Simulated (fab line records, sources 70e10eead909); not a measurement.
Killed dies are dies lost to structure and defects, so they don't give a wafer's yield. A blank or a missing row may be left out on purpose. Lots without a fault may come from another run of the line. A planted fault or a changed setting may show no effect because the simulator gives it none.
fab line records | flow nand_harc
record lots=24 wafers=72 last_day=25
route steps=1159 shown A_CONTACT@944 A_BLC@979 A_BONDPAD@1089 HYBRID_BOND@1094
lots that met no fault: from a run of the same line without faults
start_h: hours from the record's first day to the start of the lot's first wafer shown | wait_h: hours since the lot's step before | " the same as in the row above | L1.1+2: a row that stands for several wafers | - no value, or no start given | * or withheld: withheld | < > ~ a bound
route shown NAME@n: a module of which the file shows steps, and the number in the route of the first | usual: mean/standard deviation of fault-free wafers | same: alike in all rows | chamber/n: place in a boat | sites: the reading at each site | _std_site: their standard deviation | _edge_site: outer sites' mean less inner sites' | radius_mm: how far each site lies from the wafer's centre | mask NAME#n: copy n | behind: the tool/chamber that last shaped the wafer | hold: why the lot was held/for how many hours/how that ended | device: the transistor (n, p or np) that didn't switch | end of line: the same wafers' tests at the end of the route | a step without rows: its recipe alone | killed: dies lost to structure and defects at the first sort, not the wafer's yield | map: a wafer's dies, x killed, . not, _ none there
set.NAME: the setting as run; set.NAME@STEP: as run at that earlier step | model.NAME: the simulator's own value behind a step, which no gauge read
steps of the route over a sample of lots; a table a step, a row a wafer
services: from which hour (start_h, from the record's first day; less than 0 if before it) a tool's chamber was out of use, for how many hours, and why
## steps
# step NHARC_A_CONTACT_ETCH_135
# recipe source_w=withheld pressure_mtorr=20 bias_v=3000 time_s=132 target_depth_a=12870 ar_flow_sccm=withheld c4f8_flow_sccm=withheld o2_flow_sccm=withheld chemistry=C4F8/O2/Ar
# columns lot.wafer tool chamber start_h wait_h rf_hours_counter_h
L074.4 har_cap_etch-03 0 380.68 0.1 -
L074.3 " 1 " " -
L074.5 " 1 " " -
L075.1 har_cap_etch-03 0 390.57 0.2 82
L075.4 " 1 " " -
L075.5 " 0 " " -
L077.2 har_cap_etch-02 0 392.61 0.2 15
L077.1 " 1 " " 15
L077.6 " 0 " " -
L076.2 har_cap_etch-03 1 395.79 0.2 82
L076.4 " 1 " " -
L076.6 " 1 " " -
L079.1 har_cap_etch-03 0 401.92 0.2 83
L079.2 " 1 " " 83
L079.5 " 0 " " -
L081.4 har_cap_etch-02 1 418.66 0.1 -
L081.6 " 0 " " -
L081.5 " 1 " " -
L080.4 har_cap_etch-02 0 419.55 0.1 -
L080.3 " 1 " " -
L080.5 " 0 " " -
L078.3 har_cap_etch-01 1 422.55 0.1 -
L078.4 " 0 " " -
L078.6 " 1 " " -
L083.2 har_cap_etch-02 0 432.34 0.2 22
L083.3 " 0 " " -
L083.5 " 1 " " -
L082.2 har_cap_etch-01 0 433.22 0.2 67
L082.1 " 1 " " 67
L082.4 " 1 " " -
L085.1 har_cap_etch-03 1 445.32 0.2 90
L085.2 " 0 " " 90
L085.4 " 0 " " -
L084.1 har_cap_etch-02 0 447.59 0.2 25
L084.4 " 0 " " -
L084.5 " 0 " " -
L087.2 har_cap_etch-03 1 455.38 0.2 92
L087.4 " 1 " " -
L087.5 " 1 " " -
L088.2 har_cap_etch-01 1 455.82 0.2 71
L088.4 " 1 " " -
L088.5 " 1 " " -
L086.1 har_cap_etch-01 0 461.92 0.2 72
L086.2 " 1 " " 72
L086.4 " 1 " " -
L089.1 har_cap_etch-02 0 473.54 0.2 30
L089.4 " 1 " " -
L089.3 " 0 " " -
L090.1 har_cap_etch-02 0 476.53 0.2 30
L090.3 " 1 " " -
L090.6 " 0 " " -
L092.4 har_cap_etch-01 1 484.67 0.1 -
L092.3 " 0 " " -
L092.6 " 1 " " -
L091.2 har_cap_etch-03 1 488.44 0.2 99
L091.3 " 1 " " -
L091.4 " 0 " " -
L094.2 har_cap_etch-02 1 491.76 0.3 34
L094.3 " 0 " " -
L094.4 " 1 " " -
L093.1 har_cap_etch-01 1 492.64 0.2 77
L093.3 " 1 " " -
L093.6 " 1 " " -
L095.1 har_cap_etch-01 1 508.64 0.2 79
L095.2 " 0 " " 79
L095.4 " 1 " " -
L097.1 har_cap_etch-03 1 515.66 0.2 104
L097.4 " 1 " " -
L097.6 " 0 " " -
L096.1 har_cap_etch-03 1 522.12 0.2 104
L096.3 " 1 " " -
L096.5 " 0 " " -
# step NHARC_A_CONTACT_ETCH_92
# recipe target_depth_a=400 over_etch_frac=0.5 time_s=85.7 ion_energy_ev=120 ch3f_flow_sccm=50 o2_flow_sccm=30 ar_flow_sccm=200 rf_w=500 bias_w=100 chemistry=CH3F/O2
# usual ch3f_flow_sccm=49.99/0.15 drypump_motor_current_A=5.4/0.46 oes_product_au=0.942/0.029 rf_vpp_V=244.2/1.5 showerhead_plenum_p_Torr=2.45/0.088 throttle_valve_pct=20.664/0.0096
# columns lot.wafer tool chamber start_h wait_h ch3f_flow_sccm drypump_motor_current_A oes_product_au rf_hours_counter_h rf_vpp_V showerhead_plenum_p_Torr throttle_valve_pct
L074.3 rie_diel-02 3 381.56 0.3 50.21 5.4 0.925 9 243.2 2.45 20.656
L074.4 " 0 " " 50.11 6.0 0.940 14 241.7 2.41 20.669
L074.5 " 1 " " 49.73 5.5 0.938 - 245.4 2.49 20.663
L075.4 rie_diel-02 2 391.49 0.3 50.14 5.2 0.934 17 247.2 2.65 20.665
L075.1 " 3 " " 49.82 5.4 0.938 13 243.1 2.45 20.667
L075.5 " 0 " " 50.01 6.0 0.939 - 244.2 2.41 20.648
L077.2 rie_diel-12 1 393.51 0.4 49.68 4.7 1.000 0 246.0 2.57 20.651
L077.1 " 2 " " 50.06 5.2 1.012 0 244.0 2.40 20.677
L077.6 " 1 " " 49.89 4.7 0.994 - 245.9 2.58 20.669
L076.4 rie_diel-12 2 396.94 0.3 50.03 5.1 0.949 1 243.9 2.40 20.680
L076.2 " 3 " " 49.88 6.2 0.945 1 243.0 2.35 20.669
L076.6 " 2 " " 49.94 5.1 0.954 - 243.2 2.41 20.654
L079.2 rie_diel-04 3 403.06 0.4 49.98 5.2 0.915 39 243.7 2.33 20.645
L079.1 " 1 " " 50.03 4.9 0.934 41 244.1 2.44 20.657
L079.5 " 3 " " 49.88 5.2 0.929 - 243.3 2.33 20.674
L081.4 rie_diel-02 3 419.52 0.3 50.01 5.4 0.924 23 244.9 2.45 20.658
L081.5 " 1 " " 49.98 5.5 0.940 - 244.8 2.48 20.671
L081.6 " 2 " " 50.23 5.2 0.935 - 247.2 2.65 20.657
L080.4 rie_diel-12 2 420.43 0.3 50.19 5.2 0.939 5 244.6 2.40 20.654
L080.3 " 3 " " 50.41 6.2 0.925 5 244.0 2.35 20.646
L080.5 " 0 " " 49.98 5.5 0.914 - 245.2 2.44 20.646
L078.3 rie_diel-02 1 423.41 0.3 49.89 5.5 0.932 29 243.8 2.48 20.647
L078.4 " 3 " " 50.05 5.4 0.937 24 244.1 2.45 20.664
L078.6 " 2 " " 49.58 5.2 0.935 - 247.6 2.65 20.657
L083.2 rie_diel-12 3 433.22 0.4 50.11 6.2 0.940 8 242.5 2.34 20.666
L083.3 " 2 " " 49.95 5.2 0.932 8 245.7 2.40 20.642
L083.5 " 0 " " 49.94 5.5 0.924 - 243.9 2.44 20.664
L082.4 rie_diel-04 2 434.11 0.3 50.05 5.9 0.938 56 243.1 2.41 20.652
L082.1 " 3 " " 49.82 5.2 0.926 50 243.0 2.33 20.668
L082.2 " 0 " " 50.00 5.6 0.932 55 244.6 2.43 20.662
L085.1 rie_diel-12 0 446.21 0.4 50.10 5.5 0.993 10 244.0 2.44 20.663
L085.2 " 2 " " 49.95 5.2 1.011 9 242.7 2.40 20.653
L085.4 " 3 " " 49.87 6.2 1.002 10 241.8 2.34 20.669
L084.1 rie_diel-12 2 448.50 0.4 49.99 5.2 0.936 10 245.5 2.40 20.644
L084.5 " 3 " " 49.87 6.2 0.914 - 242.9 2.34 20.660
L084.4 " 1 " " 50.08 4.7 0.910 - 245.2 2.57 20.680
L087.4 rie_diel-12 3 456.25 0.3 49.71 6.2 0.925 12 243.1 2.34 20.649
L087.2 " 1 " " 49.84 4.7 0.918 12 246.6 2.57 20.662
L087.5 " 0 " " 49.99 5.5 0.922 - 243.7 2.44 20.667
L088.2 rie_diel-04 0 456.73 0.4 49.88 5.6 0.929 67 244.6 2.43 20.653
L088.4 " 1 " " 49.99 4.9 0.947 65 243.8 2.43 20.662
L088.5 " 3 " " 49.95 5.2 0.931 - 243.6 2.33 20.656
L086.2 rie_diel-12 2 462.81 0.3 50.01 5.2 0.933 13 244.0 2.40 20.665
L086.1 " 3 " " 49.81 6.2 0.919 13 242.9 2.34 20.667
L086.4 " 0 " " 50.08 5.5 0.928 12 243.4 2.44 20.663
L089.1 rie_diel-12 1 474.46 0.4 49.80 4.7 0.920 16 244.6 2.57 20.664
L089.3 " 2 " " 50.05 5.2 0.934 16 242.9 2.40 20.667
L089.4 " 0 " " 50.29 5.5 0.921 15 244.7 2.44 20.652
L090.3 rie_diel-04 1 477.41 0.3 49.97 5.0 1.002 1 244.8 2.43 20.654
L090.1 " 2 " " 49.99 5.8 1.011 1 244.9 2.40 20.657
L090.6 " 0 " " 50.07 5.6 0.992 - 244.3 2.43 20.658
L092.3 rie_diel-02 0 485.54 0.3 49.87 6.0 0.938 54 243.0 2.40 20.667
L092.4 " 1 " " 49.91 5.5 0.920 53 243.8 2.47 20.651
L092.6 " 3 " " 50.13 5.4 0.937 - 244.2 2.44 20.652
L091.4 rie_diel-02 3 489.33 0.3 49.89 5.4 0.934 48 244.0 2.44 20.682
L091.2 " 0 " " 49.83 6.0 0.926 55 243.5 2.40 20.672
L091.3 " 1 " " 50.01 5.5 0.930 54 244.8 2.47 20.668
L094.3 rie_diel-12 0 493.17 0.4 49.97 5.5 0.917 19 242.3 2.44 20.657
L094.4 " 2 " " 50.11 5.2 0.933 21 244.1 2.40 20.673
L094.2 " 3 " " 50.15 6.2 0.919 20 243.3 2.34 20.653
L093.1 rie_diel-12 1 493.53 0.3 50.33 4.7 0.929 21 245.3 2.57 20.678
L093.3 " 3 " " 50.14 6.1 0.915 20 243.4 2.34 20.660
L093.6 " 0 " " 50.07 5.5 0.911 - 243.6 2.44 20.656
L095.1 rie_diel-12 1 509.53 0.4 49.81 4.7 0.902 25 247.0 2.57 20.661
L095.4 " 2 " " 49.91 5.2 0.921 25 242.9 2.40 20.663
L095.2 " 3 " " 50.38 6.2 0.915 24 243.2 2.34 20.654
L097.1 rie_diel-04 3 516.55 0.3 50.11 5.3 0.932 19 242.3 2.32 20.661
L097.4 " 1 " " 50.06 4.9 0.939 - 242.5 2.43 20.653
L097.6 " 3 " " 49.97 5.2 0.932 - 241.7 2.32 20.668
L096.3 rie_diel-12 2 523.01 0.3 49.92 5.2 1.011 27 243.4 2.39 20.680
L096.1 " 0 " " 49.88 5.5 0.990 24 243.7 2.44 20.662
L096.5 " 1 " " 49.94 4.7 0.997 - 246.5 2.56 20.667
# step NHARC_A_BLC_ETCH_17
# recipe target_depth_a=3900 over_etch_frac=0.25 time_s=609.38 ion_energy_ev=200 n2_flow_sccm=150 h2_flow_sccm=150 ar_flow_sccm=0 rf_w=400 bias_w=150 chemistry=N2/H2
# usual drypump_motor_current_A=5.9/0.36 oes_product_au=1.001/0.0095 rf_vpp_V=430/3.2 showerhead_plenum_p_Torr=2.02/0.11 throttle_valve_pct=14.171/0.0083
# columns lot.wafer tool chamber start_h wait_h drypump_motor_current_A oes_product_au rf_hours_counter_h rf_vpp_V showerhead_plenum_p_Torr throttle_valve_pct
L074.3 rie_diel-01 1 - - 4.8 0.994 18 435 2.21 14.162
L074.5 " 1 " " 4.8 1.014 - 435 2.21 14.180
L074.4 " 0 " " 5.9 1.003 - 426 1.89 14.173
L075.4 rie_diel-07 3 - - 5.6 1.014 14 436 2.16 14.168
L075.1 " 0 " " 6.0 0.994 15 429 1.94 14.174
L075.5 " 2 " " 5.8 0.996 - 427 1.90 14.172
L077.1 rie_diel-07 3 - - 5.6 1.017 15 434 2.16 14.186
L077.2 " 0 " " 6.0 1.006 15 427 1.94 14.183
L077.6 " 3 " " 5.6 1.015 - 433 2.16 14.148
L076.2 rie_diel-06 2 - - 6.2 1.006 15 434 2.14 14.160
L076.4 " 3 " " 6.5 1.005 14 426 1.91 14.165
L076.6 " 2 " " 6.2 0.993 - 434 2.14 14.157
L079.1 rie_diel-06 3 - - 6.5 1.006 15 426 1.91 14.168
L079.2 " 0 " " 5.7 0.988 15 431 2.03 14.168
L079.5 " 3 " " 6.5 1.000 - 427 1.91 14.155
L081.4 rie_diel-07 0 - - 5.9 1.018 0 428 1.94 14.177
L081.6 " 3 " " 5.6 1.005 - 433 2.16 14.174
L081.5 " 0 " " 5.9 1.003 - 429 1.94 14.177
L080.3 rie_diel-01 3 - - 5.3 0.989 27 431 2.05 14.172
L080.4 " 0 " " 5.9 0.997 35 425 1.88 14.166
L080.5 " 3 " " 5.3 0.984 - 431 2.05 14.170
L078.3 rie_diel-06 1 - - 5.6 0.999 0 434 2.17 14.185
L078.4 " 2 " " 6.2 1.010 0 433 2.14 14.184
L078.6 " 1 " " 5.6 1.010 - 435 2.17 14.165
L083.2 rie_diel-07 1 - - 5.7 0.997 2 428 1.96 14.165
L083.3 " 2 " " 5.8 1.014 2 428 1.90 14.166
L083.5 " 0 " " 6.0 1.013 - 428 1.94 14.169
L082.2 rie_diel-06 0 - - 5.7 0.998 2 431 2.03 14.175
L082.1 " 1 " " 5.6 1.005 2 433 2.16 14.185
L082.4 " 3 " " 6.5 0.997 - 425 1.91 14.165
L085.4 rie_diel-07 1 - - 5.7 1.000 4 428 1.96 14.173
L085.2 " 3 " " 5.6 1.000 3 434 2.16 14.178
L085.1 " 0 " " 5.9 1.005 3 429 1.94 14.176
L084.1 rie_diel-01 0 - - 5.9 1.009 47 427 1.88 14.183
L084.5 " 0 " " 5.9 1.008 - 425 1.88 14.180
L084.4 " 2 " " 6.2 1.009 - 428 1.96 14.163
L088.2 rie_diel-07 3 - - 5.6 0.991 4 433 2.16 14.175
L088.4 " 1 " " 5.7 0.996 4 429 1.96 14.158
L088.5 " 2 " " 5.8 1.004 - 427 1.90 14.171
L087.2 rie_diel-06 1 - - 5.6 1.010 5 435 2.16 14.179
L087.4 " 3 " " 6.5 0.997 5 425 1.91 14.158
L087.5 " 0 " " 5.7 1.000 - 432 2.03 14.184
L086.2 rie_diel-06 3 - - 6.5 1.002 6 427 1.91 14.166
L086.1 " 0 " " 5.7 0.999 7 430 2.03 14.184
L086.4 " 1 " " 5.6 0.998 7 434 2.16 14.159
L089.4 rie_diel-06 2 - - 6.2 1.011 4 434 2.14 14.172
L089.3 " 3 " " 6.5 1.005 6 428 1.91 14.180
L089.1 " 0 " " 5.7 1.009 7 430 2.03 14.162
L090.3 rie_diel-07 3 - - 5.6 0.996 6 434 2.16 14.172
L090.1 " 2 " " 5.8 1.008 6 427 1.89 14.178
L090.6 " 0 " " 6.0 1.007 - 428 1.94 14.161
L092.4 rie_diel-06 3 - - 6.5 0.996 8 426 1.91 14.167
L092.3 " 2 " " 6.2 1.011 6 433 2.14 14.177
L092.6 " 3 " " 6.5 1.002 - 426 1.91 14.162
L091.3 rie_diel-07 2 - - 5.8 1.004 7 428 1.89 14.172
L091.2 " 3 " " 5.6 0.995 7 434 2.16 14.167
L091.4 " 0 " " 6.0 0.999 6 428 1.94 14.169
L094.3 rie_diel-07 2 - - 5.8 1.007 7 428 1.89 14.177
L094.2 " 3 " " 5.6 0.989 7 434 2.16 14.171
L094.4 " 1 " " 5.8 0.986 8 428 1.96 14.170
L093.1 rie_diel-06 3 - - 6.4 0.995 10 426 1.91 14.179
L093.3 " 1 " " 5.6 0.992 10 434 2.16 14.179
L093.6 " 3 " " 6.5 0.988 - 426 1.91 14.175
L095.4 rie_diel-01 3 - - 5.4 0.992 6 429 2.04 14.176
L095.2 " 0 " " 5.9 1.011 6 435 2.22 14.160
L095.1 " 1 " " 4.8 0.983 6 435 2.20 14.166
L097.4 rie_diel-06 0 - - 5.7 0.993 13 431 2.03 14.159
L097.1 " 1 " " 5.6 1.005 13 434 2.16 14.163
L097.6 " 2 " " 6.2 0.993 - 433 2.14 14.164
L096.1 rie_diel-07 3 - - 5.6 1.014 11 434 2.16 14.160
L096.3 " 0 " " 6.0 1.015 10 429 1.94 14.175
L096.5 " 3 " " 5.7 1.005 - 433 2.16 14.161
# step NHARC_A_BLC_PVD_32
# recipe target_thk_a=50 chamber_pressure_pa=5 power_w=5000 substrate_temp_c=200 time_s=17.7 material=Ti
# usual cathode_dc_power_W=5000.1/0.89 chamber_pressure_pa=5.000/0.01 substrate_temp_c=200.00/0.16 throttle_valve_pct=30.1/1.2
# columns lot.wafer tool chamber start_h wait_h cathode_dc_power_W chamber_pressure_pa substrate_temp_c throttle_valve_pct
L074.4 pvd_sputter-02 - - - 5001.9 4.986 200.07 29.5
L074.3 " - " " 4999.5 4.998 199.83 29.5
L074.5 " - " " 5001.1 4.990 200.36 29.9
L075.4 pvd_sputter-03 - - - 4999.2 4.983 200.18 26.8
L075.1 " - " " 4998.8 5.001 199.96 30.0
L075.5 " - " " 4999.6 5.006 199.63 30.0
L077.1 pvd_sputter-01 - - - 5000.5 4.999 200.15 29.8
L077.2 " - " " 5001.6 4.983 200.16 30.6
L077.6 " - " " 4999.0 5.007 200.24 29.9
L076.4 pvd_sputter-03 - - - 5000.5 5.008 200.25 31.4
L076.2 " - " " 5000.0 5.000 199.97 30.3
L076.6 " - " " 5000.0 4.999 199.78 26.7
L079.1 pvd_sputter-02 - - - 4999.2 4.995 199.98 29.2
L079.2 " - " " 5000.2 4.994 199.86 31.0
L079.5 " - " " 5000.3 4.994 200.18 29.0
L081.4 pvd_sputter-03 - - - 5000.0 4.983 200.15 29.8
L081.5 " - " " 4998.9 5.001 199.94 26.6
L081.6 " - " " 5000.0 4.983 199.98 31.4
L080.4 pvd_sputter-02 - - - 4999.9 5.004 199.80 29.2
L080.3 " - " " 4999.7 4.991 200.17 31.3
L080.5 " - " " 5000.1 4.987 200.02 29.1
L078.4 pvd_sputter-03 - - - 5000.1 4.997 200.09 26.7
L078.3 " - " " 5001.0 5.006 199.91 31.4
L078.6 " - " " 4999.2 5.012 199.98 31.4
L083.2 pvd_sputter-02 - - - 5001.2 4.997 200.14 29.4
L083.3 " - " " 5000.2 5.002 200.06 31.1
L083.5 " - " " 4999.5 4.981 199.82 31.0
L082.4 pvd_sputter-02 - - - 5000.3 4.998 200.19 31.0
L082.1 " - " " 5001.8 5.006 199.95 29.4
L082.2 " - " " 4999.4 5.004 200.41 31.0
L085.2 pvd_sputter-01 - - - 4999.5 4.985 199.95 30.9
L085.4 " - " " 4998.4 5.010 199.90 31.3
L085.1 " - " " 5000.3 4.990 199.83 30.2
L084.1 pvd_sputter-02 - - - 4999.2 4.994 200.15 30.1
L084.4 " - " " 4999.6 5.002 199.80 31.1
L084.5 " - " " 5002.1 5.014 199.91 30.9
L088.4 pvd_sputter-02 - - - 4998.7 5.001 200.25 30.5
L088.2 " - " " 5000.5 5.003 200.26 30.9
L088.5 " - " " 4998.8 4.999 200.05 30.2
L087.4 pvd_sputter-02 - - - 5000.3 4.999 200.03 29.3
L087.2 " - " " 4999.4 4.999 200.01 31.0
L087.5 " - " " 4999.8 4.982 199.92 29.0
L086.2 pvd_sputter-02 - - - 4998.8 5.006 199.97 31.1
L086.1 " - " " 4999.7 4.977 199.90 29.9
L086.4 " - " " 5000.0 5.027 200.33 31.0
L089.3 pvd_sputter-02 - - - 4999.4 5.005 199.97 29.1
L089.1 " - " " 5000.1 5.017 199.93 29.9
L089.4 " - " " 4999.8 4.989 199.80 31.2
L090.3 pvd_sputter-01 - - - 5000.2 4.996 200.12 30.6
L090.1 " - " " 5000.5 4.995 200.18 31.2
L090.6 " - " " 4999.9 5.005 200.21 30.6
L092.3 pvd_sputter-03 - - - 5000.8 4.994 199.97 30.3
L092.4 " - " " 4999.6 5.012 200.12 26.5
L092.6 " - " " 4998.4 5.008 199.97 30.6
L091.3 pvd_sputter-01 - - - 5000.3 5.015 199.68 30.7
L091.4 " - " " 5000.3 5.017 199.93 30.7
L091.2 " - " " 5000.4 5.005 200.26 30.2
L094.3 pvd_sputter-02 - - - 5001.3 5.004 199.95 29.0
L094.4 " - " " 5000.3 4.993 199.94 29.9
L094.2 " - " " 5000.5 4.992 200.09 31.2
L093.1 pvd_sputter-01 - - - 4999.9 5.005 199.93 30.1
L093.3 " - " " 5002.2 5.014 200.13 30.7
L093.6 " - " " 5001.5 4.996 199.79 29.8
L095.2 pvd_sputter-03 - - - 5000.3 4.988 199.90 30.4
L095.1 " - " " 5001.2 5.002 200.01 26.7
L095.4 " - " " 5000.1 5.010 200.27 31.7
L097.1 pvd_sputter-02 - - - 5000.6 5.002 200.02 31.0
L097.4 " - " " 5000.6 5.005 199.85 31.1
L097.6 " - " " 4999.0 4.990 199.93 30.9
L096.1 pvd_sputter-01 - - - 5000.6 4.997 199.86 30.9
L096.3 " - " " 4999.8 4.984 199.82 30.7
L096.5 " - " " 4999.4 4.981 199.92 30.8
# step NHARC_A_BONDPAD_THK_MEAS_20
# recipe thk_meas_gauge=xrf
# usual thk_nm=169.7/1.4
# columns lot.wafer tool chamber start_h wait_h thk_nm
L074.3 film_metro-02 - 406.60 - 169.1
L074.4 " - " " 169.1
L074.5 " - " " 167.4
L077.1 film_metro-01 - 420.43 - 171.5
L077.2 " - " " 170.4
L077.6 " - " " 168.5
L075.1 film_metro-01 - 420.73 - 168.0
L075.4 " - " " 167.1
L075.5 " - " " 168.5
L076.2 film_metro-01 - 421.53 - 172.2
L076.4 " - " " 171.3
L076.6 " - " " 173.4
L079.1 film_metro-02 - 425.80 - 172.0
L079.2 " - " " 168.8
L079.5 " - " " 168.6
L081.4 film_metro-01 - 442.23 - 170.6
L081.5 " - " " 169.4
L081.6 " - " " 169.7
L080.3 film_metro-01 - 443.74 - 170.2
L080.4 " - " " 170.3
L080.5 " - " " 170.6
L078.3 film_metro-01 - 449.21 - 169.7
L078.4 " - " " 168.1
L078.6 " - " " 169.1
L083.2 film_metro-01 - 455.33 - 169.1
L083.3 " - " " 169.0
L083.5 " - " " 170.5
L082.1 film_metro-01 - 456.71 - 171.0
L082.2 " - " " 171.0
L082.4 " - " " 169.2
L085.1 film_metro-02 - 469.88 - 170.6
L085.2 " - " " 170.7
L085.4 " - " " 168.0
L084.1 film_metro-01 - 470.20 - 170.0
L084.4 " - " " 172.6
L084.5 " - " " 168.6
L088.2 film_metro-02 - 477.05 - 167.9
L088.4 " - " " 170.5
L088.5 " - " " 168.4
L087.2 film_metro-01 - 478.41 - 169.3
L087.4 " - " " 170.9
L087.5 " - " " 169.9
L086.1 film_metro-02 - 486.66 - 169.5
L086.2 " - " " 173.7
L086.4 " - " " 170.4
L089.1 film_metro-02 - 500.39 - 171.6
L089.3 " - " " 170.8
L089.4 " - " " 171.7
L090.1 film_metro-01 - 501.38 - 169.7
L090.3 " - " " 167.9
L090.6 " - " " 168.0
L092.3 film_metro-01 - 507.97 - 168.3
L092.4 " - " " 170.2
L092.6 " - " " 170.9
L091.2 film_metro-01 - 515.97 - 171.4
L091.3 " - " " 170.3
L091.4 " - " " 170.7
L094.2 film_metro-02 - 516.79 - 168.5
L094.3 " - " " 170.2
L094.4 " - " " 169.6
L093.1 film_metro-01 - 517.11 - 167.8
L093.3 " - " " 169.7
L093.6 " - " " 168.7
L095.1 film_metro-01 - 528.56 - 170.5
L095.2 " - " " 167.8
L095.4 " - " " 170.6
L097.1 film_metro-02 - 543.44 - 167.7
L097.4 " - " " 167.8
L097.6 " - " " 169.2
L096.1 film_metro-01 - 553.20 - 170.1
L096.3 " - " " 167.7
L096.5 " - " " 168.9
# step NHARC_HYBRID_BOND_ACTIVATE_00
# recipe time_s=60 n2_flow_sccm=200 ar_flow_sccm=0 bias_power_w=0 chemistry=N2
# usual drypump_motor_current_A=5.74/0.23 oes_product_au=1.002/0.0093 rf_vpp_V=64.0/0.87 showerhead_plenum_p_Torr=1.73/0.088
# columns lot.wafer tool chamber start_h wait_h drypump_motor_current_A oes_product_au rf_hours_counter_h rf_vpp_V showerhead_plenum_p_Torr
L074.3 rie_diel-01 3 407.02 0.2 5.37 0.988 20 65.4 1.78
L074.4 " 0 " " 5.90 1.003 27 64.4 1.64
L074.5 " 2 " " 6.20 1.012 - 63.6 1.70
L077.2 rie_diel-07 2 420.71 0.1 5.80 1.022 1 63.2 1.64
L077.1 " 1 " " 5.70 0.993 1 63.3 1.70
L077.6 " 3 " " 5.61 1.004 - 64.2 1.87
L075.4 rie_diel-01 3 421.03 0.1 5.38 0.993 25 63.5 1.78
L075.1 " 0 " " 5.88 1.002 34 63.6 1.63
L075.5 " 3 " " 5.36 0.985 - 63.7 1.78
L076.4 rie_diel-07 3 421.81 0.1 5.62 1.007 1 64.4 1.87
L076.2 " 2 " " 5.78 1.012 1 64.2 1.65
L076.6 " 3 " " 5.60 1.005 - 64.3 1.87
L079.1 rie_diel-07 0 426.09 0.1 5.91 1.010 0 62.6 1.69
L079.2 " 1 " " 5.72 0.991 1 62.7 1.70
L079.5 " 2 " " 5.78 1.003 - 64.0 1.64
L081.4 rie_diel-07 3 442.51 0.1 5.63 1.008 2 64.5 1.87
L081.5 " 2 " " 5.80 1.014 - 63.9 1.64
L081.6 " 3 " " 5.59 1.001 - 63.3 1.87
L080.4 rie_diel-07 0 444.05 0.1 5.96 0.996 2 63.9 1.68
L080.3 " 1 " " 5.73 0.997 2 64.9 1.70
L080.5 " 2 " " 5.80 1.011 - 63.5 1.64
L078.3 rie_diel-07 1 449.49 0.1 5.72 0.984 3 63.2 1.70
L078.4 " 2 " " 5.80 1.011 3 63.8 1.64
L078.6 " 1 " " 5.74 0.988 - 64.1 1.70
L083.2 rie_diel-01 3 455.66 0.1 5.36 0.988 40 64.8 1.77
L083.3 " 0 " " 5.90 1.004 48 63.4 1.63
L083.5 " 0 " " 5.88 0.998 - 64.0 1.63
L082.2 rie_diel-07 2 456.97 0.1 5.78 1.021 4 64.1 1.64
L082.4 " 3 " " 5.59 1.002 4 63.5 1.87
L082.1 " 1 " " 5.71 0.981 4 62.5 1.70
L085.2 rie_diel-07 1 470.20 0.1 5.75 0.985 5 64.3 1.70
L085.1 " 2 " " 5.81 1.007 5 62.8 1.64
L085.4 " 3 " " 5.60 0.998 5 65.9 1.87
L084.4 rie_diel-07 2 470.51 0.1 5.81 1.014 5 62.0 1.64
L084.1 " 3 " " 5.60 1.006 5 64.8 1.87
L084.5 " 3 " " 5.62 0.999 - 64.6 1.87
L088.4 rie_diel-07 0 477.34 0.1 5.95 0.999 4 63.6 1.68
L088.2 " 2 " " 5.83 1.012 5 62.2 1.64
L088.5 " 1 " " 5.74 0.987 - 64.0 1.70
L087.2 rie_diel-07 2 478.71 0.1 5.82 1.015 5 63.3 1.64
L087.4 " 3 " " 5.60 0.996 5 63.9 1.87
L087.5 " 2 " " 5.82 1.017 - 62.4 1.64
L086.1 rie_diel-04 3 486.95 0.1 5.26 1.023 4 63.9 1.67
L086.2 " 0 " " 5.61 1.005 4 64.3 1.74
L086.4 " 2 " " 5.84 1.018 - 63.5 1.72
L089.4 rie_diel-07 3 500.71 0.1 5.59 1.009 8 64.0 1.87
L089.1 " 0 " " 5.97 1.005 7 64.2 1.68
L089.3 " 1 " " 5.73 0.997 8 63.7 1.70
L090.1 rie_diel-07 2 501.66 0.1 5.80 1.004 8 63.3 1.64
L090.3 " 3 " " 5.62 1.002 8 63.0 1.87
L090.6 " 1 " " 5.72 0.994 - 62.8 1.70
L092.4 rie_diel-07 0 508.27 0.1 5.95 1.014 7 63.8 1.68
L092.3 " 2 " " 5.83 1.020 8 63.9 1.64
L092.6 " 0 " " 5.94 1.010 - 65.1 1.68
L091.3 rie_diel-07 1 516.25 0.1 5.74 0.983 9 63.5 1.70
L091.4 " 2 " " 5.79 1.002 9 62.6 1.64
L091.2 " 3 " " 5.66 0.994 9 62.8 1.87
L094.4 rie_diel-07 3 517.07 0.1 5.57 1.000 10 66.5 1.87
L094.3 " 0 " " 5.94 1.004 9 63.7 1.68
L094.2 " 1 " " 5.74 0.996 9 63.7 1.70
L093.3 rie_diel-07 2 517.46 0.1 5.83 1.003 10 64.7 1.64
L093.1 " 3 " " 5.58 0.999 10 65.2 1.87
L093.6 " 2 " " 5.81 0.995 - 64.9 1.64
L095.2 rie_diel-07 1 528.85 0.1 5.76 1.002 10 63.8 1.70
L095.1 " 0 " " 5.95 1.001 9 63.9 1.68
L095.4 " 0 " " 5.95 0.995 - 63.5 1.68
L097.1 rie_diel-07 3 543.74 0.1 5.64 1.001 12 65.6 1.87
L097.4 " 1 " " 5.73 0.984 - 64.5 1.70
L097.6 " 3 " " 5.62 0.998 - 63.9 1.87
L096.1 rie_diel-07 3 553.49 0.1 5.56 1.012 13 64.6 1.87
L096.3 " 0 " " 5.96 1.003 12 64.8 1.68
L096.5 " 0 " " 5.99 1.010 - 63.2 1.68
## services
# columns tool chamber start_h hours kind
rie_diel-04 3 359.07 13.1 repair
rie_diel-12 1 377.90 11.2 repair
rie_diel-12 - 379.40 9.0 pm
rie_diel-01 3 381.01 14.8 repair
rie_diel-06 1 383.20 1.4 repair
pvd_sputter-02 - 395.91 10.0 pm
rie_diel-07 - 405.28 9.0 pm
rie_diel-07 3 414.80 2.3 repair
rie_diel-06 2 415.99 9.5 repair
rie_diel-06 - 418.20 9.0 pm
pvd_sputter-03 - 435.41 0.5 repair
rie_diel-06 2 435.55 8.1 repair
pvd_sputter-03 - 458.04 10.0 pm
rie_diel-01 0 478.84 7.4 repair
har_cap_etch-01 - 485.99 0.2 repair
rie_diel-01 - 493.26 9.0 pm
rie_diel-06 0 526.30 10.8 repair
rie_diel-07 2 527.77 19.9 repair
har_cap_etch-03 - 531.84 0.1 repair
rie_diel-07 0 539.33 2.0 repair
rie_diel-06 - 539.52 0.4 repair
rie_diel-12 3 539.57 7.7 repair
har_cap_etch-03 - 545.00 17.0 pm
pvd_sputter-02 - 547.95 1.1 repair
## key
fault none
